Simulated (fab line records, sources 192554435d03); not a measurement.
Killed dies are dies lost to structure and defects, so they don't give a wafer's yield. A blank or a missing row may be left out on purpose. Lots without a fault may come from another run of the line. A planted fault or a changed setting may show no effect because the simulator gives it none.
fab line records | flow n5_finfet
record lots=14 wafers=42 last_day=17
route steps=1938 shown MOL_CONTACT_COAG@630 BEOL_M0_SAQP@647
lots that met no fault: from a run of the same line without faults
start_h: hours from the record's first day to the start of the lot's first wafer shown | wait_h: hours since the lot's step before | " the same as in the row above | L1.1+2: a row that stands for several wafers | - no value, or no start given | * or withheld: withheld | < > ~ a bound
route shown NAME@n: a module of which the file shows steps, and the number in the route of the first | usual: mean/standard deviation of fault-free wafers | same: alike in all rows | chamber/n: place in a boat | sites: the reading at each site | _std_site: their standard deviation | _edge_site: outer sites' mean less inner sites' | radius_mm: how far each site lies from the wafer's centre | mask NAME#n: copy n | behind: the tool/chamber that last shaped the wafer | hold: why the lot was held/for how many hours/how that ended | device: the transistor (n, p or np) that didn't switch | end of line: the same wafers' tests at the end of the route | a step without rows: its recipe alone | killed: dies lost to structure and defects at the first sort, not the wafer's yield | map: a wafer's dies, x killed, . not, _ none there
set.NAME: the setting as run; set.NAME@STEP: as run at that earlier step | model.NAME: the simulator's own value behind a step, which no gauge read
steps of the route over a sample of lots; a table a step, a row a wafer
services: from which hour (start_h, from the record's first day; less than 0 if before it) a tool's chamber was out of use, for how many hours, and why
## steps
# step N5_MOL_CONTACT_COAG_INSPECT_97
# recipe inspect_instrument=darkfield mode=post_anneal
# usual raw_defect_count=46/18
# columns lot.wafer tool chamber start_h wait_h raw_defect_count
L594.2 defect_inspect-01 - 111.87 0.0 53
L594.3 " - " " 111
L594.5 " - " " 28
L596.1 defect_inspect-01 - 121.74 0.0 28
L596.4 " - " " 38
L596.5 " - " " 26
L599.2 defect_inspect-02 - 140.58 0.0 85
L599.5 " - " " 79
L599.6 " - " " 78
L600.2 defect_inspect-01 - 144.53 0.1 59
L600.4 " - " " 62
L600.5 " - " " 27
L602.1 defect_inspect-02 - 158.73 0.0 41
L602.3 " - " " 28
L602.4 " - " " 42
L603.2 defect_inspect-02 - 167.09 0.0 81
L603.3 " - " " 51
L603.4 " - " " 47
L604.3 defect_inspect-02 - 174.10 0.1 30
L604.5 " - " " 20
L604.6 " - " " 31
L606.2 defect_inspect-02 - 191.06 0.0 45
L606.3 " - " " 33
L606.5 " - " " 30
L607.2 defect_inspect-01 - 194.06 0.0 60
L607.4 " - " " 43
L607.6 " - " " 60
L608.1 defect_inspect-02 - 197.04 0.0 53
L608.2 " - " " 54
L608.3 " - " " 65
L613.1 defect_inspect-02 - 223.93 0.0 24
L613.2 " - " " 30
L613.4 " - " " 46
L614.1 defect_inspect-02 - 232.63 0.0 53
L614.3 " - " " 43
L614.4 " - " " 39
L615.2 defect_inspect-01 - 245.61 0.0 82
L615.3 " - " " 50
L615.6 " - " " 59
L616.3 defect_inspect-01 - 248.63 0.1 45
L616.5 " - " " 21
L616.6 " - " " 38
# step N5_BEOL_M0_SAQP_PEB_12
# recipe peb_temp_c=withheld peb_time_s=60 resist=CAR-ArF
# usual chill_plate_temp_C=22.98/0.1 exhaust_pa=45.1/0.98 peb_time_s=60/0
# columns lot.wafer tool chamber start_h wait_h chill_plate_temp_C exhaust_pa peb_time_s
L594.2 litho_track-04 0 114.85 0.0 22.97 44.3 60
L594.3 " 0 " " 22.76 44.7 60
L594.5 " 0 " " 22.92 45.1 60
L596.1 litho_track-02 0 123.98 0.1 23.00 44.3 60
L596.4 " 0 " " 23.24 45.3 60
L596.5 " 0 " " 23.03 44.2 60
L599.2 litho_track-04 0 141.82 0.0 23.06 46.2 60
L599.5 " 0 " " 23.00 46.9 60
L599.6 " 0 " " 23.02 45.4 60
L600.2 litho_track-02 0 146.15 0.0 22.98 45.3 60
L600.4 " 0 " " 23.24 44.6 60
L600.5 " 0 " " 23.15 44.5 60
L602.1 litho_track-01 0 161.04 0.1 23.06 44.2 60
L602.3 " 0 " " 23.05 44.6 60
L602.4 " 0 " " 22.90 45.7 60
L603.2 litho_track-02 - 169.88 0.0 - - -
L603.3 " - " " - - -
L603.4 " - " " - - -
L604.3 litho_track-02 - 177.35 0.0 - - -
L604.5 " - " " - - -
L604.6 " - " " - - -
L606.2 litho_track-02 0 192.64 0.0 23.01 44.9 60
L606.3 " 0 " " 22.80 45.4 60
L606.5 " 0 " " 22.95 45.3 60
L607.2 litho_track-01 0 196.38 0.0 22.94 44.8 60
L607.4 " 0 " " 23.02 44.8 60
L607.6 " 0 " " 23.01 45.3 60
L608.1 litho_track-04 0 198.19 0.1 23.00 43.6 60
L608.2 " 0 " " 23.02 44.1 60
L608.3 " 0 " " 22.94 43.0 60
L613.1 litho_track-04 0 225.40 0.1 22.97 45.4 60
L613.2 " 0 " " 23.11 45.7 60
L613.4 " 0 " " 23.09 46.2 60
L614.1 litho_track-04 0 234.73 0.1 22.93 45.9 60
L614.3 " 0 " " 23.01 45.8 60
L614.4 " 0 " " 23.11 47.3 60
L615.2 litho_track-01 0 249.20 0.0 22.97 45.8 60
L615.3 " 0 " " 22.98 44.1 60
L615.6 " 0 " " 22.72 45.6 60
L616.3 litho_track-04 0 250.22 0.0 22.96 44.2 60
L616.5 " 0 " " 23.01 44.4 60
L616.6 " 0 " " 23.04 45.1 60
# step N5_BEOL_M0_SAQP_DESCUM_19
# recipe chemistry=O2 time_s=7.9 source_power_w=50 bias_power_w=20 pressure_mtorr=20 rf_frequency_hz=2.712e+07 temp_c=40 resist=CAR-ArF o2_flow_sccm=225
# usual drypump_motor_current_A=6.0/0.57 oes_product_au=0.75/0.075 rf_vpp_V=242.8/1.3 showerhead_plenum_p_Torr=2.07/0.057 throttle_valve_pct=20.52/0.2
# columns lot.wafer tool chamber start_h wait_h drypump_motor_current_A oes_product_au rf_hours_counter_h rf_vpp_V showerhead_plenum_p_Torr throttle_valve_pct
L594.2 rie_diel-03 0 115.01 0.0 6.4 0.78 130 241.5 2.01 20.35
L594.3 " 0 " " 6.4 0.79 - 242.7 2.01 20.35
L594.5 " 0 " " 6.4 0.79 - 241.3 2.01 20.35
L596.1 rie_diel-06 1 124.41 0.3 5.9 0.69 240 244.0 2.06 20.79
L596.4 " 0 " " 6.1 0.81 91 242.8 2.11 20.51
L596.5 " 3 " " 6.8 0.70 - 241.7 1.97 20.44
L599.2 rie_diel-06 2 142.08 0.1 4.9 0.72 195 243.3 2.07 20.70
L599.5 " 2 " " 4.9 0.72 - 243.7 2.07 20.68
L599.6 " 3 " " 6.8 0.69 - 240.3 1.97 20.44
L600.2 rie_diel-06 0 146.31 0.0 6.1 0.79 98 243.5 2.11 20.52
L600.4 " 3 " " 6.8 0.69 215 240.0 1.97 20.44
L600.5 " 3 " " 6.8 0.69 - 241.2 1.97 20.45
L602.1 rie_diel-03 2 161.20 0.0 6.2 0.69 269 243.4 2.12 20.15
L602.3 " 0 " " 6.4 0.76 149 241.7 2.00 20.36
L602.4 " 2 " " 6.2 0.70 - 244.4 2.12 20.15
L603.2 rie_diel-04 1 170.06 0.1 6.5 0.88 30 241.4 2.04 20.72
L603.3 " 2 " " 5.2 0.85 46 243.3 2.01 20.17
L603.4 " 3 " " 5.6 0.74 163 243.5 2.18 20.85
L604.3 rie_diel-03 3 177.50 0.0 6.4 0.70 231 243.1 2.07 20.66
L604.5 " 1 " " 5.7 0.74 - 244.3 2.15 20.43
L604.6 " 0 " " 6.4 0.76 - 241.6 2.00 20.38
L606.2 rie_diel-06 2 192.80 0.0 4.9 0.71 214 243.7 2.07 20.71
L606.3 " 3 " " 6.8 0.68 233 239.9 1.96 20.49
L606.5 " 0 " " 6.1 0.79 - 244.9 2.10 20.54
L607.2 rie_diel-03 1 196.53 0.0 5.8 0.73 164 245.8 2.15 20.42
L607.4 " 3 " " 6.5 0.69 - 242.8 2.07 20.68
L607.6 " 0 " " 6.4 0.75 - 241.8 2.00 20.39
L608.1 rie_diel-06 2 198.35 0.0 4.9 0.71 215 243.8 2.07 20.72
L608.2 " 1 " " 6.0 1.00 0 244.0 2.06 20.40
L608.3 " 3 " " 6.8 0.68 235 240.8 1.96 20.48
L613.1 rie_diel-04 2 225.55 0.0 5.1 0.82 62 242.9 2.01 20.21
L613.2 " 1 " " 6.5 0.85 47 242.1 2.03 20.73
L613.4 " 3 " " 5.6 0.74 179 244.8 2.17 20.88
L614.1 rie_diel-04 0 234.89 0.0 6.4 0.68 198 243.0 2.10 20.35
L614.3 " 3 " " 5.6 0.73 181 245.5 2.17 20.90
L614.4 " 2 " " 5.1 0.81 65 240.8 2.01 20.20
L615.2 rie_diel-06 1 249.36 0.0 6.0 0.93 13 242.0 2.06 20.42
L615.3 " 2 " " 4.9 0.69 233 242.7 2.06 20.74
L615.6 " 0 " " 6.1 0.75 - 243.2 2.10 20.57
L616.3 rie_diel-06 2 250.37 0.0 4.9 0.69 233 243.5 2.06 20.74
L616.5 " 1 " " 6.0 0.93 - 242.1 2.06 20.42
L616.6 " 0 " " 6.1 0.75 - 242.2 2.10 20.58
# step N5_BEOL_M0_SAQP_ETCH_83
# recipe chemistry=CF4 target=SiARC target_depth_a=390 mask_material=CAR-ArF time_s=65 ion_energy_ev=80 pressure_mtorr=40 source_w=545 bias_w=36 Ar_flow_sccm=100 cf4_flow_sccm=100 ends=cleared
# usual drypump_motor_current_A=6.0/0.57 etch_rf_on_time_s=64.4/2 oes_product_au=0.65/0.066 rf_vpp_V=183.8/0.99 showerhead_plenum_p_Torr=2.12/0.056 throttle_valve_pct=15.71/0.17
# columns lot.wafer tool chamber start_h wait_h drypump_motor_current_A etch_rf_on_time_s oes_product_au rf_hours_counter_h rf_vpp_V showerhead_plenum_p_Torr throttle_valve_pct
L594.2 rie_diel-03 0 115.06 0.0 6.4 61.1 0.68 130 184.5 2.06 15.55
L594.3 " 0 " " 6.4 61.1 0.69 - 184.3 2.06 15.57
L594.5 " 0 " " 6.4 62.3 0.68 - 183.3 2.06 15.54
L596.1 rie_diel-06 1 124.45 0.0 6.0 64.5 0.59 240 183.1 2.11 15.98
L596.4 " 0 " " 6.1 63.2 0.70 91 184.1 2.16 15.68
L596.5 " 3 " " 6.8 66.7 0.60 - 182.6 2.02 15.72
L599.2 rie_diel-06 2 142.11 0.0 4.9 62.9 0.63 195 184.6 2.13 15.88
L599.5 " 2 " " 4.9 62.8 0.64 - 184.6 2.13 15.84
L599.6 " 3 " " 6.8 67.2 0.59 - 181.9 2.02 15.74
L600.2 rie_diel-06 0 146.34 0.0 6.1 63.3 0.69 98 183.8 2.16 15.69
L600.4 " 3 " " 6.8 67.3 0.59 215 182.0 2.02 15.76
L600.5 " 3 " " 6.8 67.0 0.59 - 182.8 2.02 15.74
L602.1 rie_diel-03 2 161.23 0.0 6.2 63.1 0.59 269 185.7 2.16 15.48
L602.3 " 0 " " 6.4 61.2 0.67 149 183.6 2.06 15.59
L602.4 " 2 " " 6.2 63.3 0.60 - 183.8 2.16 15.49
L603.2 rie_diel-04 1 170.10 0.0 6.4 65.8 0.74 30 184.3 2.09 15.73
L603.3 " 2 " " 5.1 65.5 0.72 46 183.5 2.11 15.62
L603.4 " 3 " " 5.6 65.2 0.64 163 185.2 2.23 16.03
L604.3 rie_diel-03 3 177.53 0.0 6.5 64.4 0.60 231 185.5 2.10 15.76
L604.5 " 1 " " 5.8 63.5 0.65 - 183.1 2.21 15.75
L604.6 " 0 " " 6.4 61.3 0.66 - 184.9 2.05 15.62
L606.2 rie_diel-06 2 192.83 0.0 4.9 62.9 0.61 214 182.4 2.12 15.90
L606.3 " 3 " " 6.8 66.7 0.59 233 183.1 2.01 15.79
L606.5 " 0 " " 6.1 62.4 0.67 - 184.2 2.16 15.72
L607.2 rie_diel-03 1 196.57 0.0 5.8 63.4 0.65 164 184.9 2.20 15.76
L607.4 " 3 " " 6.5 64.2 0.59 - 183.7 2.10 15.78
L607.6 " 0 " " 6.4 60.8 0.66 - 183.5 2.05 15.63
L608.1 rie_diel-06 2 198.39 0.0 4.9 62.5 0.62 215 183.4 2.12 15.89
L608.2 " 1 " " 5.9 63.2 0.87 0 184.0 2.11 15.47
L608.3 " 3 " " 6.8 66.8 0.58 235 182.2 2.01 15.79
L613.1 rie_diel-04 2 225.59 0.0 5.1 64.9 0.70 62 184.1 2.10 15.65
L613.2 " 1 " " 6.4 65.3 0.73 47 182.3 2.08 15.78
L613.4 " 3 " " 5.6 64.9 0.63 179 183.7 2.22 16.04
L614.1 rie_diel-04 0 234.92 0.0 6.4 68.2 0.58 198 182.6 2.12 15.46
L614.3 " 3 " " 5.6 64.9 0.63 181 185.9 2.22 16.06
L614.4 " 2 " " 5.2 64.8 0.69 65 182.8 2.10 15.65
L615.2 rie_diel-06 1 249.39 0.0 5.9 63.3 0.82 13 183.4 2.10 15.50
L615.3 " 2 " " 4.9 63.3 0.60 233 182.1 2.12 15.94
L615.6 " 0 " " 6.1 62.6 0.67 - 183.2 2.15 15.75
L616.3 rie_diel-06 2 250.41 0.0 4.9 63.0 0.61 233 182.6 2.12 15.94
L616.5 " 1 " " 6.0 63.4 0.83 - 183.8 2.10 15.49
L616.6 " 0 " " 6.1 63.2 0.66 - 183.7 2.15 15.75
## services
# columns tool chamber start_h hours kind
rie_diel-03 3 108.49 18.4 repair
rie_diel-06 2 117.44 3.9 repair
rie_diel-06 3 129.47 5.2 repair
rie_diel-06 1 155.83 - clean
rie_diel-06 1 155.83 - consumable_replace:focus_ring
rie_diel-06 1 155.83 41.8 scheduled_down
rie_diel-06 1 155.83 41.8 vent_cycle
rie_diel-03 2 162.91 8.3 repair
rie_diel-03 - 183.68 1.5 repair
rie_diel-04 - 189.36 0.7 repair
rie_diel-03 2 189.95 11.4 repair
rie_diel-06 1 200.94 9.8 repair
rie_diel-03 2 201.58 - clean
rie_diel-03 2 201.58 - consumable_replace:focus_ring
rie_diel-03 2 201.58 20.9 scheduled_down
rie_diel-03 2 201.58 20.9 vent_cycle
rie_diel-03 3 235.47 - clean
rie_diel-03 3 235.47 - consumable_replace:focus_ring
rie_diel-06 3 243.38 - clean
rie_diel-06 3 243.38 - consumable_replace:focus_ring
rie_diel-06 3 243.38 - consumable_replace:showerhead
rie_diel-06 3 243.38 15.5 scheduled_down
rie_diel-06 3 243.38 15.5 vent_cycle
rie_diel-03 0 248.64 2.4 repair
## key
first_sign step=N5_BEOL_M0_SAQP_PEB_12 reading=tool_record direction=missing
effect none on later readings
met_at N5_BEOL_M0_SAQP_PEB_12
struck_lots L603,L604
later_rows_left_out L603.2,L603.3,L603.4,L604.3,L604.5,L604.6
sort_left_out L603.2,L603.3,L603.4,L604.3,L604.5,L604.6
not_acting_at N5_MOL_CONTACT_COAG_INSPECT_97,N5_BEOL_M0_SAQP_DESCUM_19,N5_BEOL_M0_SAQP_ETCH_83
onset_between 146.15 169.88
fault kind=skipped_step_whole tool=litho_track-02 chamber=- onset_h=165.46 steps=N5_BEOL_M0_SAQP_PEB_12 scope=struck_lots_only
# sort_left_out: the simulated sort isn't trusted on such a fault, so these wafers' sort isn't shown, and their yield isn't known
# later_rows_left_out: the simulator's readings of these wafers behind a module that went badly wrong aren't trusted and aren't shown, but for the sort
